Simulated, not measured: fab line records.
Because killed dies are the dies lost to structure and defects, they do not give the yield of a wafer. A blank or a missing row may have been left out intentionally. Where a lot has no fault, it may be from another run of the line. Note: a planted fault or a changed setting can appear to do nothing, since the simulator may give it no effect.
Comparing a struck lot with a sound one	flow nand harc	14 steps out of a route of 1302
Sound: the wafers L677.2, L677.5, L677.6. Struck: wafers L685.3, L685.4, L685.5. The cause is named last.
Each step with rows lists, per side, the tool, then ch with its chambers, then its first start. Under that, the readings that differ: sound wafers	struck wafers	difference of the means	sigmas: that difference in standard deviations of wafers without a fault.
alike: a reading whose means differ by less than 2 such deviations, as well as words and numbers matching on both sides. not compared: withheld readings; readings where some wafer has no value; bounds like >300 that might hide an equal value; numbers whose values overlap and for which the record gives no deviation.
The two part at a step that has a row with sigmas, a row that says differs or no value, or rows on one side only. Numbers that have no deviation but don't overlap get no sigmas and don't part them. A reading missing from all wafers of one side parts the sides only when that side holds two or more wafers.

NHARC_P_GATE_DESCUM_61: chemistry O2, time 3 s.
  sound on rie diel-04 ch 0,1, day 5 21:20; struck on rie diel-04 ch 0,1,2, day 8 23:29
  alike: drypump motor current A, oes product au, rf vpp V, showerhead plenum p Torr, throttle valve pct
  not compared: rf hours counter h
after that, 1 step had no rows for these wafers: NHARC_P_GATE_IMPLANT_62.
NHARC_P_GATE_STRIP_112: strips in N2/H2, time 200 s.
  sound on plasma asher-02 ch 0,1, day 5 21:45; struck on plasma asher-02 ch 0,1, day 8 23:56
  alike: drypump motor current A, heater power w
  not compared: rf hours counter h
NHARC_P_GATE_STRIP_76: strips in O2.
  sound on plasma asher-02 ch 0,1, day 5 21:59; struck on plasma asher-02 ch 0,1, day 9 00:08
  alike: drypump motor current A, heater power w
  not compared: rf hours counter h
then, 8 steps without rows for these wafers: NHARC_P_GATE_STRIP_63 (strips in SPM, time 900 s); NHARC_P_GATE_DEHYDRATE_83 (time 120 s); NHARC_P_GATE_HMDS_84 (time 30 s); NHARC_P_GATE_COAT_85; NHARC_P_GATE_SOFTBAKE_86 (time 95 s); NHARC_P_GATE_EBR_87; NHARC_P_GATE_EXPOSE_88 (exposes mask P HVN, target cd 2000 nm); NHARC_P_GATE_PEB_89 (peb time 85 s).
NHARC_P_GATE_DEVELOP_90: time 70 s.
  struck on litho track-02, day 9 00:00; sound on litho track-05 ch 0, day 5 22:00
  no value came back on the struck wafers for chill plate temp C (C), exhaust pa (Pa), resist line temp C (C), time s (s); on the sound wafers chill plate temp C (C) reads 22.75 22.96 22.97
NHARC_P_GATE_CD_MEAS_91: the cd target is 2000 nm.
  sound on cd sem-02 ch 0, day 5 22:53; struck on cd sem-02 ch 0, day 9 01:05
  alike: cd nm

## WHERE THEY PART
NHARC_P_GATE_DEVELOP_90 only, going by this record. Later steps at which nothing parts them and some readings are alike: NHARC_P_GATE_CD_MEAS_91.

WHY: what the simulator had put in
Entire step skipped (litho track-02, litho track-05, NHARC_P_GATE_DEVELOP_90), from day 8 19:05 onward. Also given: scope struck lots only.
